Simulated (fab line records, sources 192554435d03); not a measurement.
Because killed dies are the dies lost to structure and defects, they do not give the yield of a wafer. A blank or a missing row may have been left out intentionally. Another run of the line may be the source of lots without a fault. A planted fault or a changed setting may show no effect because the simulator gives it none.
The tool behind it: which one? | flow n5-finfet | 24 lots, 72 wafers sampled, at 5 steps of a route of 1938

## WHAT EACH GAUGE READ, for each wafer
N5_BEOL_M2_THK_MEAS_53: measures by xrf. Usual: M2_THK 39.1 nm, standard deviation 1.5.
lot  | measured     | on            | M2_THK (nm)    | flag
L074 | day 6 23:58  | film-metro-02 | 39.3 39.8 39.6 |
L075 | day 7 03:29  | film-metro-02 | 38.2 38.4 39.6 |
L076 | day 7 03:37  | film-metro-02 | 38.9 38.4 38.1 |
L077 | day 7 13:20  | film-metro-01 | 38.5 41.0 37.5 |
L078 | day 7 22:26  | film-metro-01 | 39.6 38.5 38.6 |
L079 | day 8 03:40  | film-metro-02 | 38.8 36.7 41.1 |
L080 | day 8 08:25  | film-metro-02 | 38.6 36.5 37.7 |
L081 | day 8 17:50  | film-metro-02 | 39.6 38.9 41.2 |
L082 | day 8 19:16  | film-metro-02 | 40.8 38.5 39.5 |
L083 | day 8 23:57  | film-metro-02 | 39.6 40.2 40.2 |
L084 | day 9 08:42  | film-metro-01 | 41.3 40.9 41.0 |
L086 | day 10 06:45 | film-metro-01 | 41.6 35.8 38.6 |
L085 | day 10 07:19 | film-metro-01 | 37.3 38.7 41.7 |
L087 | day 10 10:26 | film-metro-02 | 37.8 37.7 38.2 |
L088 | day 10 12:40 | film-metro-01 | 39.5 37.0 38.1 |
L089 | day 10 15:25 | film-metro-01 | 40.2 39.7 40.5 |
L090 | day 10 20:59 | film-metro-01 | 40.4 36.7 40.3 |
L091 | day 10 22:34 | film-metro-02 | 36.2 39.4 37.6 |
L092 | day 11 05:04 | film-metro-01 | 39.2 37.2 38.5 |
L093 | day 12 00:04 | film-metro-01 | 39.6 40.6 41.1 |
L094 | day 12 03:25 | film-metro-01 | 39.8 41.8 39.2 |
L095 | day 12 06:28 | film-metro-01 | 39.0 39.0 39.2 |
L096 | day 12 11:15 | film-metro-01 | 40.5 35.3 38.0 |
L097 | day 12 17:26 | film-metro-01 | 39.9 39.6 39.2 |

N5_BEOL_M3_INSPECT_30: inspects for defects (brightfield). Usual: raw-defect-count at 423, with a standard deviation of 90.
lot  | measured     | on                | raw-defect-count | flag
L074 | day 7 01:58  | defect-inspect-01 | 478 301 314      |
L075 | day 7 06:07  | defect-inspect-02 | 340 445 396      |
L076 | day 7 06:20  | defect-inspect-02 | 351 506 615      |
L077 | day 7 18:42  | defect-inspect-02 | 450 450 616      |
L078 | day 8 00:59  | defect-inspect-01 | 548 760 474      |
L079 | day 8 07:20  | defect-inspect-01 | 486 430 373      |
L080 | day 8 11:50  | defect-inspect-01 | 301 323 315      |
L081 | day 8 20:32  | defect-inspect-02 | 419 361 410      |
L082 | day 8 21:07  | defect-inspect-02 | 475 510 398      |
L083 | day 9 02:53  | defect-inspect-01 | 428 427 536      |
L084 | day 9 12:14  | defect-inspect-02 | 318 428 378      |
L086 | day 10 09:15 | defect-inspect-01 | 453 370 300      |
L085 | day 10 09:40 | defect-inspect-01 | 346 438 310      |
L087 | day 10 13:50 | defect-inspect-02 | 428 296 388      |
L088 | day 10 16:20 | defect-inspect-01 | 367 324 431      |
L089 | day 10 17:39 | defect-inspect-02 | 446 489 668      |
L090 | day 10 23:42 | defect-inspect-01 | 559 351 414      |
L091 | day 11 02:19 | defect-inspect-01 | 545 313 446      |
L092 | day 11 07:34 | defect-inspect-01 | 317 398 486      |
L093 | day 12 04:06 | defect-inspect-01 | 308 372 350      |
L094 | day 12 05:36 | defect-inspect-01 | 371 537 452      |
L095 | day 12 12:28 | defect-inspect-02 | 561 364 346      |
L096 | day 12 14:55 | defect-inspect-01 | 356 414 454      |
L097 | day 12 20:33 | defect-inspect-02 | 497 346 476      |

## EACH LOT AND THE TOOL THAT RAN IT (in order: tool; ch and the chambers of the sampled wafers; start)
lot  | N5_BEOL_M2_ANNEAL_51             | N5_BEOL_M2_PRE_CLEAN_60          | N5_BEOL_M3_STRIP_19
L074 | rtp-anneal-02 ch 0, day 6 23:23  | cvd-co-02 ch 0,1,2, day 7 00:00  | rie-diel-01 ch 0,1,3, day 7 01:29
L075 | rtp-anneal-02 ch 0, day 7 02:53  | cvd-co-01 ch 0,2, day 7 03:31    | rie-diel-03 ch 0,1, day 7 05:38
L076 | rtp-anneal-01 ch 0, day 7 03:04  | cvd-co-02 ch 1,2, day 7 03:39    | rie-diel-01 ch 0,2,3, day 7 05:52
L077 | rtp-anneal-02 ch 0, day 7 12:47  | cvd-co-02 ch 1,2, day 7 13:22    | rie-diel-01 ch 1,3, day 7 18:13
L078 | rtp-anneal-02 ch 0, day 7 21:51  | cvd-co-02 ch 0,1,2, day 7 22:32  | rie-diel-01 ch 0,1,2, day 8 00:23
L079 | rtp-anneal-02 ch 0, day 8 03:10  | cvd-co-02 ch 0,1, day 8 03:43    | rie-diel-01 ch 2,3, day 8 06:52
L080 | rtp-anneal-01 ch 0, day 8 07:53  | cvd-co-01 ch 1,2, day 8 08:28    | rie-diel-01 ch 2,3, day 8 11:14
L081 | rtp-anneal-02 ch 0, day 8 17:17  | cvd-co-01 ch 1,2, day 8 17:53    | rie-diel-03 ch 1,2,3, day 8 20:04
L082 | rtp-anneal-02 ch 0, day 8 18:41  | cvd-co-01 ch 0,2, day 8 19:19    | rie-diel-02 ch 0,1,2, day 8 20:38
L083 | rtp-anneal-02 ch 0, day 8 23:22  | cvd-co-01 ch 0,1, day 8 23:59    | rie-diel-02 ch 0,1,3, day 9 02:17
L084 | rtp-anneal-02 ch 0, day 9 08:06  | cvd-co-01 ch 0,1, day 9 08:44    | rie-diel-02 ch 0,1,3, day 9 11:38
L086 | rtp-anneal-01 ch 0, day 10 06:10 | cvd-co-01 ch 0,1, day 10 06:47   | rie-diel-03 ch 0,2,3, day 10 08:38
L085 | rtp-anneal-02 ch 0, day 10 06:48 | cvd-co-01 ch 0,1, day 10 07:20   | rie-diel-01 ch 1,2,3, day 10 09:11
L087 | rtp-anneal-02 ch 0, day 10 09:53 | cvd-co-02 ch 0,1,2, day 10 10:29 | rie-diel-03 ch 1,2, day 10 13:14
L088 | rtp-anneal-01 ch 0, day 10 12:10 | cvd-co-02 ch 1,2, day 10 12:43   | rie-diel-01 ch 0,1, day 10 15:52
L089 | rtp-anneal-02 ch 0, day 10 14:49 | cvd-co-02 ch 1,2, day 10 15:27   | rie-diel-03 ch 0,2, day 10 17:03
L090 | rtp-anneal-02 ch 0, day 10 20:23 | cvd-co-02 ch 0,1,2, day 10 21:01 | rie-diel-01 ch 0,1,3, day 10 23:06
L091 | rtp-anneal-02 ch 0, day 10 22:04 | cvd-co-01 ch 0,1,2, day 10 22:36 | rie-diel-03 ch 0,1,2, day 11 01:50
L092 | rtp-anneal-01 ch 0, day 11 04:28 | cvd-co-01 ch 0,1,2, day 11 05:05 | rie-diel-03 ch 0,2, day 11 06:58
L093 | rtp-anneal-02 ch 0, day 11 23:33 | cvd-co-02 ch 0,1,2, day 12 00:13 | rie-diel-02 ch 1,3, day 12 03:30
L094 | rtp-anneal-02 ch 0, day 12 02:49 | cvd-co-01 ch 0,1,2, day 12 03:30 | rie-diel-01 ch 2,3, day 12 04:59
L095 | rtp-anneal-01 ch 0, day 12 05:51 | cvd-co-01 ch 0,2, day 12 06:30   | rie-diel-02 ch 1,3, day 12 11:50
L096 | rtp-anneal-01 ch 0, day 12 10:45 | cvd-co-02 ch 0,1, day 12 11:17   | rie-diel-02 ch 1,3, day 12 14:26
L097 | rtp-anneal-01 ch 0, day 12 16:50 | cvd-co-01 ch 0,1,2, day 12 17:28 | rie-diel-01 ch 2,3, day 12 19:57
- N5_BEOL_M2_ANNEAL_51: time 90 s.
- N5_BEOL_M2_PRE_CLEAN_60: time 15 s.
- N5_BEOL_M3_STRIP_19: strips in O2.

## AS READ BY THE TOOLS THEMSELVES (means over the sampled wafers that have a number; for cases with no such wafer, the mark the record gives instead)
N5_BEOL_M2_ANNEAL_51. Usual: wafer_temp_C_max at 226.18, with a standard deviation of 0.26.
lot  | tool          | wafer_temp_C_max | flag
L074 | rtp-anneal-02 | 226.45           |
L075 | rtp-anneal-02 | 226.35           |
L076 | rtp-anneal-01 | 225.95           |
L077 | rtp-anneal-02 | 226.44           |
L078 | rtp-anneal-02 | 226.36           |
L079 | rtp-anneal-02 | 226.23           |
L080 | rtp-anneal-01 | 225.92           |
L081 | rtp-anneal-02 | 226.16           |
L082 | rtp-anneal-02 | 225.92           |
L083 | rtp-anneal-02 | 226.00           |
L084 | rtp-anneal-02 | 226.20           |
L086 | rtp-anneal-01 | 225.89           |
L085 | rtp-anneal-02 | 225.89           |
L087 | rtp-anneal-02 | 226.28           |
L088 | rtp-anneal-01 | 225.93           |
L089 | rtp-anneal-02 | 226.12           |
L090 | rtp-anneal-02 | 226.06           |
L091 | rtp-anneal-02 | 226.39           |
L092 | rtp-anneal-01 | 226.34           |
L093 | rtp-anneal-02 | 226.63           |
L094 | rtp-anneal-02 | 226.41           |
L095 | rtp-anneal-01 | 226.03           |
L096 | rtp-anneal-01 | 226.12           |
L097 | rtp-anneal-01 | 226.09           |

N5_BEOL_M2_PRE_CLEAN_60. Usual: heater-power-outer-w 16 W, standard deviation 8.7; heater-power-w 79 W, standard deviation 17.
lot  | tool      | heater-power-outer-w (W) | heater-power-w (W) | flag
L074 | cvd-co-02 | 15                       | 77                 |
L075 | cvd-co-01 | 17                       | 80                 |
L076 | cvd-co-02 | 20                       | 81                 |
L077 | cvd-co-02 | 20                       | 78                 |
L078 | cvd-co-02 | 15                       | 79                 |
L079 | cvd-co-02 | 15                       | 76                 |
L080 | cvd-co-01 | 17                       | 83                 |
L081 | cvd-co-01 | 25                       | 99                 |
L082 | cvd-co-01 | 24                       | 101                |
L083 | cvd-co-01 | 10                       | 67                 |
L084 | cvd-co-01 | 9                        | 66                 |
L086 | cvd-co-01 | 10                       | 65                 |
L085 | cvd-co-01 | 10                       | 66                 |
L087 | cvd-co-02 | 15                       | 80                 |
L088 | cvd-co-02 | 20                       | 80                 |
L089 | cvd-co-02 | 20                       | 82                 |
L090 | cvd-co-02 | 15                       | 80                 |
L091 | cvd-co-01 | 17                       | 83                 |
L092 | cvd-co-01 | 17                       | 83                 |
L093 | cvd-co-02 | 15                       | 80                 |
L094 | cvd-co-01 | 17                       | 83                 |
L095 | cvd-co-01 | 17                       | 81                 |
L096 | cvd-co-02 | 15                       | 76                 |
L097 | cvd-co-01 | 17                       | 84                 |

N5_BEOL_M3_STRIP_19. Usual: drypump-motor-current-A 5.9 A, standard deviation 0.46; oes-product-au 0.79 a.u., standard deviation 0.084; rf-vpp-V 3.7 V, standard deviation 0.45; showerhead-plenum-p-Torr 2.14 Torr, standard deviation 0.061; throttle-valve-pct 16.61 %, standard deviation 0.18.
lot  | tool        | drypump-motor-current-A (A) | oes-product-au (a.u.) | rf-vpp-V (V) | showerhead-plenum-p-Torr (Torr) | throttle-valve-pct (%) | flag
L074 | rie-diel-01 | 6.0                         | 0.86                  | 3.7          | 2.16                            | 16.59                  |
L075 | rie-diel-03 | 6.5                         | 0.76                  | 3.9          | 2.14                            | 16.68                  |
L076 | rie-diel-01 | 6.0                         | 0.80                  | 3.1          | 2.13                            | 16.54                  |
L077 | rie-diel-01 | 6.2                         | 0.79                  | 4.0          | 2.15                            | 16.69                  |
L078 | rie-diel-01 | 5.8                         | 0.83                  | 3.7          | 2.18                            | 16.50                  |
L079 | rie-diel-01 | 6.1                         | 0.74                  | 3.7          | 2.12                            | 16.63                  |
L080 | rie-diel-01 | 5.9                         | 0.73                  | 3.6          | 2.15                            | 16.53                  |
L081 | rie-diel-03 | 5.6                         | 0.80                  | 3.2          | 2.13                            | 16.64                  |
L082 | rie-diel-02 | 5.8                         | 0.72                  | 3.8          | 2.11                            | 16.71                  |
L083 | rie-diel-02 | 5.5                         | 0.81                  | 3.8          | 2.17                            | 16.56                  |
L084 | rie-diel-02 | 5.5                         | 0.80                  | 3.6          | 2.17                            | 16.55                  |
L086 | rie-diel-03 | 5.9                         | 0.78                  | 3.7          | 2.11                            | 16.65                  |
L085 | rie-diel-01 | 6.0                         | 0.76                  | 3.7          | 2.17                            | 16.61                  |
L087 | rie-diel-03 | 5.3                         | 0.83                  | 3.8          | 2.08                            | 16.48                  |
L088 | rie-diel-01 | 5.9                         | 0.85                  | 3.5          | 2.20                            | 16.59                  |
L089 | rie-diel-03 | 5.5                         | 0.84                  | 3.5          | 2.06                            | 16.48                  |
L090 | rie-diel-01 | 6.0                         | 0.81                  | 3.6          | 2.15                            | 16.64                  |
L091 | rie-diel-03 | 5.9                         | 0.79                  | 3.4          | 2.10                            | 16.60                  |
L092 | rie-diel-03 | 5.4                         | 0.82                  | 3.6          | 2.06                            | 16.47                  |
L093 | rie-diel-02 | 5.6                         | 0.83                  | 3.7          | 2.19                            | 16.44                  |
L094 | rie-diel-01 | 6.1                         | 0.71                  | 3.9          | 2.11                            | 16.69                  |
L095 | rie-diel-02 | 5.7                         | 0.83                  | 3.8          | 2.19                            | 16.44                  |
L096 | rie-diel-02 | 5.7                         | 0.78                  | 3.9          | 2.14                            | 16.50                  |
L097 | rie-diel-01 | 6.1                         | 0.71                  | 3.6          | 2.11                            | 16.71                  |

## THE ANSWER, worked out from the rows above alone
Rule: a lot counts as off when the mean over its wafers that have a number is more than 3 standard deviations away from the usual mean. Also off: a lot with no number at a reading for which 4 or more lots have one. All remaining lots with rows at the step are treated as sound. After the gauges, taken in route order, come the tools' own readings; for these a lot's mean is taken, as printed above. At the first step where some lot is off, the reading lying furthest off is the one used; lots without a number count as furthest.
No lot is off at any reading shown: from this, nothing can be told.

## WHAT WAS PUT IN BY THE SIMULATOR
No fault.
